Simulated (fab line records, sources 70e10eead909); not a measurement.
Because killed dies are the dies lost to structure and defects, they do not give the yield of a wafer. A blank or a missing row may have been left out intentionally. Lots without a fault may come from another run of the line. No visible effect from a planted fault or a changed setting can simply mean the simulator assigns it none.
Which tool is to blame? + flow nand harc + Sampling: 6 lots, 18 wafers, 2 of 1159 route steps

WHAT EACH GAUGE READ, for each wafer
NHARC_A_CHANNEL_HOLE_D1_INSPECT_12.
| lot  | measured     | on                | raw defect count |
|------|--------------|-------------------|------------------|
| L158 | day 9 07:06  | defect inspect-01 | 4 13 6           |
| L162 | day 9 15:34  | defect inspect-02 | 2 3 6            |
| L165 | day 10 14:09 | defect inspect-01 | 7 8 6            |
| L168 | day 11 13:26 | defect inspect-01 | 5 3 10           |
| L172 | day 12 05:22 | defect inspect-01 | 433 446 441      |
| L174 | day 12 22:29 | defect inspect-01 | 416 445 461      |

TOOL THAT RAN EACH LOT (tool first, then ch and the chambers of the sampled wafers, then the start)
| lot  | NHARC_A_CHANNEL_HOLE_D1_DEP_01  |
|------|---------------------------------|
| L158 | pecvd-01 ch 0,1, day 9 06:25    |
| L162 | pecvd-01 ch 1,2, day 9 14:45    |
| L165 | pecvd-01 ch 0,1,2, day 10 13:17 |
| L168 | pecvd-03 ch 0,2, day 11 12:35   |
| L172 | pecvd-03 ch 0,1, day 12 04:32   |
| L174 | pecvd-03 ch 0,1,2, day 12 21:48 |
- NHARC_A_CHANNEL_HOLE_D1_DEP_01: deposits SiON, target thk 140 nm.

THE ANSWER, worked out from the rows above alone
Rule: what is usual is taken from the lots themselves. Put in order of their means at a reading, lots are off if they are a third of the lots or fewer, leave a main group of 4 or more, and stand apart from it by a gap of 3 or more times the standard deviation of the main group's means; of several such gaps the widest counts. The tables above print the reading to a certain number of digits; a main group whose means all agree to those digits is not used. Also off: a lot with no number at a reading for which 4 or more lots have one. All remaining lots with rows at the step are treated as sound.
Off at NHARC_A_CHANNEL_HOLE_D1_INSPECT_12 (raw defect count): L172, L174. The main group: mean 6.1, standard deviation 1.5.
A tool fits if, at a process step before that reading, it ran every lot that is off, and no sound lot after the first of them. Those tools and the gauges at NHARC_A_CHANNEL_HOLE_D1_INSPECT_12 are tried in the same way. This does not decide it: 2 tools fit, namely pecvd-03 at NHARC_A_CHANNEL_HOLE_D1_DEP_01 and defect inspect-01 at NHARC_A_CHANNEL_HOLE_D1_INSPECT_12.

WHAT THE SIMULATOR PUT IN
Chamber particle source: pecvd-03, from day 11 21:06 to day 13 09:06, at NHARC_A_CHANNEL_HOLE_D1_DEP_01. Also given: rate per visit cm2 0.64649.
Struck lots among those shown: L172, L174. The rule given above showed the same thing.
